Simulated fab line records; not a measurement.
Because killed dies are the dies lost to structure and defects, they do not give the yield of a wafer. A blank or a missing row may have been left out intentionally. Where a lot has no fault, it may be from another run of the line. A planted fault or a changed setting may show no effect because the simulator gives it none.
Commonality check across tools + flow n5_finfet + Sampled: 10 lots, 26 wafers

== REASON IT WAS OPENED ==
At N5_BEOL_M13_THK_MEAS_01 the reading M13_ILD_THK is flagged on 3 of 10 lots. No-fault wafers: 845 nm, standard deviation 11.
Rule: a lot is flagged in two cases, either no wafer of it has a number, or all its wafers with numbers fall more than 4 standard deviations from that mean. As for the other lots, they are considered sound.

| lot  | measured     | on            | M13_ILD_THK (nm), wafer by wafer | flag    |
|------|--------------|---------------|----------------------------------|---------|
| L359 | day 11 14:49 | film_metro-01 | 856 857                          |         |
| L362 | day 13 17:38 | film_metro-01 | 1675 1689 1723                   | FLAGGED |
| L361 | day 13 17:54 | film_metro-01 | 840 858                          |         |
| L360 | day 13 23:03 | film_metro-01 | 835 856 852                      |         |
| L365 | day 14 09:16 | film_metro-02 | 1712 1693 1705                   | FLAGGED |
| L366 | day 15 01:26 | film_metro-01 | 1672 1695 1706                   | FLAGGED |
| L377 | day 17 01:59 | film_metro-02 | 836 846                          |         |
| L374 | day 17 04:02 | film_metro-01 | 840 833 844                      |         |
| L379 | day 17 21:20 | film_metro-02 | 836 834 835                      |         |
| L381 | day 18 15:44 | film_metro-01 | 849 855                          |         |
Average over the flagged lots: 1697 nm; offset from the usual +852 nm, equal to +77 standard deviations.

== WHICH TOOL EACH LOT WENT THROUGH ==
Before the reading, the record contains 2 process steps out of a 1938-step route. Read each cell as the tool, then ch plus the chambers that the sampled wafers visited, then the start.
| lot  | flag    | N5_BEOL_M12_DEP_53              | N5_BEOL_M13_ILD_DEP_00          |
|------|---------|---------------------------------|---------------------------------|
| L359 |         | pecvd-04 ch 0,2, day 11 14:33   | pecvd-02 ch 0,1, day 11 14:40   |
| L362 | FLAGGED | pecvd-04 ch 0,1,2, day 13 17:03 | pecvd-04 ch 0,1,2, day 13 17:10 |
| L361 |         | pecvd-01 ch 0,1, day 13 17:37   | pecvd-03 ch 0, day 13 17:45     |
| L360 |         | pecvd-01 ch 0,2, day 13 22:47   | pecvd-03 ch 0,2, day 13 22:54   |
| L365 | FLAGGED | pecvd-02 ch 1,2, day 14 08:35   | pecvd-04 ch 0,2, day 14 08:43   |
| L366 | FLAGGED | pecvd-02 ch 0,1, day 15 00:51   | pecvd-04 ch 0,2, day 15 00:59   |
| L377 |         | pecvd-01 ch 0,2, day 17 01:42   | pecvd-03 ch 1,2, day 17 01:50   |
| L374 |         | pecvd-04 ch 0,2, day 17 03:41   | pecvd-04 ch 0,2, day 17 03:49   |
| L379 |         | pecvd-01 ch 0,1, day 17 21:03   | pecvd-02 ch 0,1,2, day 17 21:11 |
| L381 |         | pecvd-02 ch 0,2, day 18 15:28   | pecvd-03 ch 0,2, day 18 15:35   |
These steps, and what they do:
- N5_BEOL_M12_DEP_53: deposits SiCN from 3MS/NH3, target thk 30 nm, time 10.5 s.
- N5_BEOL_M13_ILD_DEP_00: deposits SiOC from DEMS/O2, target thk 837.92 nm, time 166.4 s.
- N5_BEOL_M13_THK_MEAS_01

== FLAGGED OVER TOTAL, TOOL BY TOOL (the gauges that took the reading come last) ==
| step                    | tool          | lots run | flagged | share of the flagged lots | sound lots run after its first flagged lot |
|-------------------------|---------------|----------|---------|---------------------------|--------------------------------------------|
| N5_BEOL_M12_DEP_53      | pecvd-01      | 4        | 0       | none                      | -                                          |
| N5_BEOL_M12_DEP_53      | pecvd-02      | 3        | 2       | some                      | 1 (L381)                                   |
| N5_BEOL_M12_DEP_53      | pecvd-04      | 3        | 1       | some                      | 1 (L374)                                   |
| N5_BEOL_M13_ILD_DEP_00  | pecvd-02      | 2        | 0       | none                      | -                                          |
| N5_BEOL_M13_ILD_DEP_00  | pecvd-03      | 4        | 0       | none                      | -                                          |
| N5_BEOL_M13_ILD_DEP_00  | pecvd-04      | 4        | 3       | all                       | 1 (L374)                                   |
| N5_BEOL_M13_THK_MEAS_01 | film_metro-01 | 7        | 2       | some                      | 4 (L361,L360,L374,L381)                    |
| N5_BEOL_M13_THK_MEAS_01 | film_metro-02 | 3        | 1       | some                      | 2 (L377,L379)                              |

== WHAT IS ALLOWED BY THE TABLE ==
1 row of the table ran every flagged lot: pecvd-04 at N5_BEOL_M13_ILD_DEP_00.
- pecvd-04 at N5_BEOL_M13_ILD_DEP_00 ran 4 lots, 3 of them flagged. Sound lots ran on it after the first flagged one (L374), which a lasting fault on the whole tool wouldn't allow.
Every row of the table either missed a flagged lot or ran a sound lot after the first.

== WHAT HAD BEEN PUT IN BY THE SIMULATOR ==
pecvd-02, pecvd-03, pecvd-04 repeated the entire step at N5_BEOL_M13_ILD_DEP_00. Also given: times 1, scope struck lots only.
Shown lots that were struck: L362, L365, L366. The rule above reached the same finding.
